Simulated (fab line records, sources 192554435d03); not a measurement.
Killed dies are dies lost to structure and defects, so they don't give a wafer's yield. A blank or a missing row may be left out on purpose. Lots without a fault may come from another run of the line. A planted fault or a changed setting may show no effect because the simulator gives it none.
fab line records | flow n5_finfet
record lots=11 wafers=33 last_day=21
route steps=1938 shown BEOL_M2@916 BEOL_M3@932 BEOL_M4@1111
lots that met no fault: from a run of the same line without faults
start_h: hours from the record's first day to the start of the lot's first wafer shown | wait_h: hours since the lot's step before | " the same as in the row above | L1.1+2: a row that stands for several wafers | - no value, or no start given | * or withheld: withheld | < > ~ a bound
route shown NAME@n: a module of which the file shows steps, and the number in the route of the first | usual: mean/standard deviation of fault-free wafers | same: alike in all rows | chamber/n: place in a boat | sites: the reading at each site | _std_site: their standard deviation | _edge_site: outer sites' mean less inner sites' | radius_mm: how far each site lies from the wafer's centre | mask NAME#n: copy n | behind: the tool/chamber that last shaped the wafer | hold: why the lot was held/for how many hours/how that ended | device: the transistor (n, p or np) that didn't switch | end of line: the same wafers' tests at the end of the route | a step without rows: its recipe alone | killed: dies lost to structure and defects at the first sort, not the wafer's yield | map: a wafer's dies, x killed, . not, _ none there
set.NAME: the setting as run; set.NAME@STEP: as run at that earlier step | model.NAME: the simulator's own value behind a step, which no gauge read
steps of the route over a sample of lots; a table a step, a row a wafer
services: from which hour (start_h, from the record's first day; less than 0 if before it) a tool's chamber was out of use, for how many hours, and why
## steps
# step N5_BEOL_M2_SPUTTER_92
# recipe material=Cu target_thk_a=45 temp_c=-20 chamber_pressure_pa=0.07 power_w=withheld time_s=8.29
# usual throttle_valve_pct=29.9/0.64
# columns lot.wafer tool chamber start_h wait_h throttle_valve_pct
L103.1 pvd_sputter-02 - 183.39 0.1 29.7
L103.4 " - " " 29.7
L103.6 " - " " 30.3
L106.2 pvd_sputter-02 - 185.95 0.1 29.7
L106.3 " - " " 29.5
L106.5 " - " " 29.7
L111.3 pvd_sputter-02 - 214.10 0.1 30.8
L111.4 " - " " 29.2
L111.6 " - " " 30.5
L110.3 pvd_sputter-01 - 220.67 0.1 31.0
L110.5 " - " " 29.4
L110.6 " - " " 29.9
L115.2 pvd_sputter-02 - 223.14 0.1 29.8
L115.3 " - " " 29.2
L115.4 " - " " 29.8
L112.2 pvd_sputter-03 - 239.90 0.1 28.8
L112.3 " - " " 29.6
L112.6 " - " " 30.3
L118.1 pvd_sputter-02 - 274.31 0.1 29.3
L118.2 " - " " 29.5
L118.4 " - " " 30.6
L123.2 pvd_sputter-02 - 304.26 0.1 29.5
L123.3 " - " " 30.8
L123.4 " - " " 29.5
L125.1 pvd_sputter-02 - 312.27 0.1 29.3
L125.2 " - " " 29.6
L125.5 " - " " 30.5
L124.1 pvd_sputter-02 - 319.81 0.1 30.3
L124.2 " - " " 29.8
L124.6 " - " " 29.3
L126.4 pvd_sputter-02 - 336.40 0.1 30.6
L126.5 " - " " 29.0
L126.6 " - " " 30.0
# step N5_BEOL_M2_CO_CAP_55
# recipe material=Co target_thk_a=20 temp_c=200 precursor=CCTBA/H2 pressure_torr=30 time_s=102.1
# usual chamber_pressure_Torr=30.00/0.068 heater_power_w=231/13
# columns lot.wafer tool chamber start_h wait_h chamber_pressure_Torr heater_power_w
L103.1 cvd_co-02 1 184.71 0.0 30.10 222
L103.4 " 1 " " 29.91 229
L103.6 " 0 " " 30.08 201
L106.2 cvd_co-01 0 187.31 0.0 30.12 239
L106.3 " 2 " " 30.05 236
L106.5 " 2 " " 30.06 236
L111.3 cvd_co-02 2 215.57 0.0 29.95 221
L111.4 " 0 " " 30.01 207
L111.6 " 1 " " 30.06 230
L110.3 cvd_co-01 2 222.12 0.0 29.99 237
L110.5 " 1 " " 30.01 248
L110.6 " 2 " " 30.03 231
L115.2 cvd_co-01 0 224.45 0.0 29.99 240
L115.3 " 1 " " 30.07 244
L115.4 " 2 " " 29.90 235
L112.2 cvd_co-02 0 241.20 0.0 30.06 208
L112.3 " 2 " " 29.96 230
L112.6 " 0 " " 29.97 198
L118.1 cvd_co-02 0 275.62 0.0 30.10 204
L118.2 " 2 " " 29.99 224
L118.4 " 2 " " 30.07 223
L123.2 cvd_co-02 0 305.60 0.0 29.97 207
L123.3 " 1 " " 30.05 238
L123.4 " 1 " " 30.00 229
L125.1 cvd_co-02 0 313.57 0.0 30.05 206
L125.2 " 1 " " 29.98 236
L125.5 " 0 " " 30.05 204
L124.1 cvd_co-01 0 321.12 0.0 29.95 249
L124.2 " 1 " " 30.06 248
L124.6 " 1 " " 29.98 248
L126.4 cvd_co-01 2 337.76 0.1 30.05 231
L126.5 " 0 " " 29.95 244
L126.6 " 2 " " 30.03 231
# step N5_BEOL_M3_THK_MEAS_01
# recipe reads=SiOC_of_BEOL_M3_ILD_DEP_00
# usual M3_ILD_THK=79.1/1.4
# columns lot.wafer tool chamber start_h wait_h M3_ILD_THK[nm]
L103.1 film_metro-01 - 185.03 0.0 78.1
L103.4 " - " " 80.8
L103.6 " - " " 80.0
L106.2 film_metro-01 - 187.62 0.1 79.0
L106.3 " - " " 79.1
L106.5 " - " " 80.5
L111.3 film_metro-01 - 215.88 0.1 78.0
L111.4 " - " " 79.7
L111.6 " - " " 77.7
L110.3 film_metro-02 - 222.43 0.1 78.1
L110.5 " - " " 79.9
L110.6 " - " " 80.2
L115.2 film_metro-01 - 224.81 0.1 77.9
L115.3 " - " " 79.2
L115.4 " - " " 79.3
L112.2 film_metro-01 - 241.53 0.1 77.3
L112.3 " - " " 79.3
L112.6 " - " " 79.2
L118.1 film_metro-01 - 275.95 0.0 75.5
L118.2 " - " " 77.5
L118.4 " - " " 80.2
L123.2 film_metro-01 - 305.92 0.1 81.1
L123.3 " - " " 80.4
L123.4 " - " " 82.8
L125.1 film_metro-02 - 313.89 0.0 76.9
L125.2 " - " " 77.2
L125.5 " - " " 77.8
L124.1 film_metro-01 - 321.43 0.0 77.1
L124.2 " - " " 77.7
L124.6 " - " " 79.1
L126.4 film_metro-02 - 338.08 0.0 79.0
L126.5 " - " " 79.3
L126.6 " - " " 80.4
# step N5_BEOL_M3_COAT_61
# recipe resist=SOC temp_c=250 time_s=60 spin_rpm=1500 resist_thk_nm=60
# usual spin_speed_rpm=1499.8/1.1
# columns lot.wafer tool chamber start_h wait_h spin_speed_rpm
L103.1 litho_track-01 0 186.60 0.1 1498.4
L103.4 " 0 " " 1499.2
L103.6 " 0 " " 1500.0
L106.2 litho_track-04 0 190.52 0.1 1499.9
L106.3 " 0 " " 1501.0
L106.5 " 0 " " 1500.2
L111.3 litho_track-04 0 218.15 0.1 1500.3
L111.4 " 0 " " 1500.4
L111.6 " 0 " " 1500.0
L110.3 litho_track-04 0 224.72 0.1 1499.5
L110.5 " 0 " " 1499.7
L110.6 " 0 " " 1499.5
L115.2 litho_track-04 0 225.68 0.1 1296.5
L115.3 " 0 " " 1295.1
L115.4 " 0 " " 1297.9
L112.2 litho_track-04 0 241.75 0.1 1297.3
L112.3 " 0 " " 1297.4
L112.6 " 0 " " 1300.3
L118.1 litho_track-03 0 276.70 0.1 1499.3
L118.2 " 0 " " 1500.8
L118.4 " 0 " " 1498.1
L123.2 litho_track-03 0 307.18 0.1 1499.7
L123.3 " 0 " " 1499.5
L123.4 " 0 " " 1500.0
L125.1 litho_track-04 0 314.28 0.1 1501.2
L125.2 " 0 " " 1497.9
L125.5 " 0 " " 1500.0
L124.1 litho_track-04 0 321.65 0.1 1496.9
L124.2 " 0 " " 1499.9
L124.6 " 0 " " 1498.3
L126.4 litho_track-03 0 339.26 0.0 1501.7
L126.5 " 0 " " 1501.3
L126.6 " 0 " " 1498.5
# step N5_BEOL_M4_RC_MEAS_101
# usual DIBL_N=36.1/2.3 DIBL_P=36/3.2 IOFF_N=0.16/0.045 IOFF_P=0.21/0.049 ION_N=674/14 ION_P=462/8.4 SS_N=71.6/0.83 SS_P=73.2/0.87 VT_N=249/3.8 VT_P=-250/3.4
# columns lot.wafer tool chamber start_h wait_h DIBL_N[mV/V] DIBL_P[mV/V] IOFF_N[nA/um] IOFF_P[nA/um] ION_N[uA/um] ION_P[uA/um] SS_N[mV/dec] SS_P[mV/dec] VT_N[mV] VT_P[mV]
L103.1 prober-02 0 236.98 0.3 35.1 34 0.13 0.21 659 461 70.7 72.9 250 -249
L103.4 " 0 " " 39.1 39 0.20 0.28 675 466 72.3 73.6 248 -246
L103.6 " 0 " " 37.9 37 0.18 0.25 673 465 71.7 73.7 248 -245
L106.2 prober-01 0 260.07 0.2 39.1 42 0.22 0.29 686 468 72.3 74.4 246 -246
L106.3 " 0 " " 38.2 40 0.20 0.26 679 465 72.0 73.7 248 -246
L106.5 " 0 " " 36.7 39 0.19 0.26 695 481 71.3 73.7 244 -246
L111.3 prober-02 0 286.86 0.3 34.9 34 0.12 0.15 652 444 70.7 71.9 253 -255
L111.4 " 0 " " 36.0 36 0.14 0.19 668 456 71.9 73.5 251 -255
L111.6 " 0 " " 34.8 33 0.12 0.15 645 439 70.9 72.9 254 -257
L115.2 prober-02 0 297.29 0.2 34.9 35 0.13 0.20 682 472 71.0 73.2 253 -250
L115.3 " 0 " " 35.4 33 0.13 0.17 662 458 71.3 72.0 251 -255
L115.4 " 0 " " 34.2 33 0.11 0.15 648 444 70.2 72.0 257 -256
L110.3 prober-02 0 311.05 0.3 37.8 38 0.18 0.23 684 470 72.6 73.9 251 -250
L110.5 " 0 " " 42.2 44 0.31 0.34 692 471 73.7 76.2 243 -247
L110.6 " 0 " " 36.9 37 0.17 0.22 694 468 71.5 73.5 246 -250
L112.2 prober-01 0 313.61 0.2 31.5 30 0.09 0.14 645 446 70.8 72.5 257 -254
L112.3 " 0 " " 30.9 30 0.09 0.14 657 456 69.4 71.8 254 -252
L112.6 " 0 " " 30.0 29 0.09 0.13 653 455 69.6 71.3 256 -255
L118.1 prober-01 0 344.70 0.0 35.5 36 0.15 0.18 672 457 72.1 72.9 249 -253
L118.2 " 0 " " 37.7 38 0.20 0.22 686 463 71.2 74.2 244 -251
L118.4 " 0 " " 33.9 34 0.13 0.16 667 457 70.4 72.4 248 -255
L123.2 prober-02 0 358.83 0.2 37.6 38 0.17 0.20 673 458 71.3 73.8 248 -252
L123.3 " 0 " " 39.2 41 0.21 0.28 674 466 72.2 75.1 249 -249
L123.4 " 0 " " 36.5 37 0.15 0.20 675 462 71.2 73.9 248 -254
L125.1 prober-02 0 364.44 0.0 39.9 39 0.22 0.24 707 474 72.3 74.2 244 -250
L125.2 " 0 " " 36.0 34 0.14 0.17 661 450 70.8 73.0 250 -252
L125.5 " 0 " " 35.4 33 0.13 0.17 670 460 70.4 72.0 251 -248
L124.1 prober-02 0 388.83 0.0 40.9 44 0.28 0.38 686 469 73.0 75.4 241 -241
L124.2 " 0 " " 40.3 43 0.30 0.36 695 472 72.4 74.8 239 -240
L124.6 " 0 " " 39.2 41 0.26 0.31 685 464 72.8 75.0 243 -243
L126.4 prober-01 0 394.25 0.5 37.5 39 0.20 0.25 683 463 72.7 73.3 246 -248
L126.5 " 0 " " 40.1 42 0.24 0.29 679 461 72.7 74.2 246 -248
L126.6 " 0 " " 37.4 38 0.19 0.24 681 466 72.0 73.7 247 -247
## services
# columns tool chamber start_h hours kind
cvd_co-02 - 188.89 6.0 pm
cvd_co-01 1 211.05 4.3 repair
pvd_sputter-03 - 216.35 1.0 repair
cvd_co-02 - 296.93 0.8 repair
cvd_co-01 1 333.33 - clean
cvd_co-01 1 333.33 22.0 scheduled_down
cvd_co-01 1 333.33 22.0 vent_cycle
## key
first_sign step=N5_BEOL_M3_COAT_61 reading=spin_speed_rpm direction=down sigmas=99+ usual=* struck=*
effect none on later readings
met_at N5_BEOL_M3_COAT_61
struck_lots L112,L115
not_acting_at N5_BEOL_M2_SPUTTER_92,N5_BEOL_M2_CO_CAP_55,N5_BEOL_M3_THK_MEAS_01
onset_between 224.72 225.68
fault kind=process_parameter_drift tool=litho_track-04 chamber=- onset_h=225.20 steps=N5_BEOL_M3_COAT_61 channel=spin_rpm offset=* shape=step end_h=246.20 acts_in=* stated=*
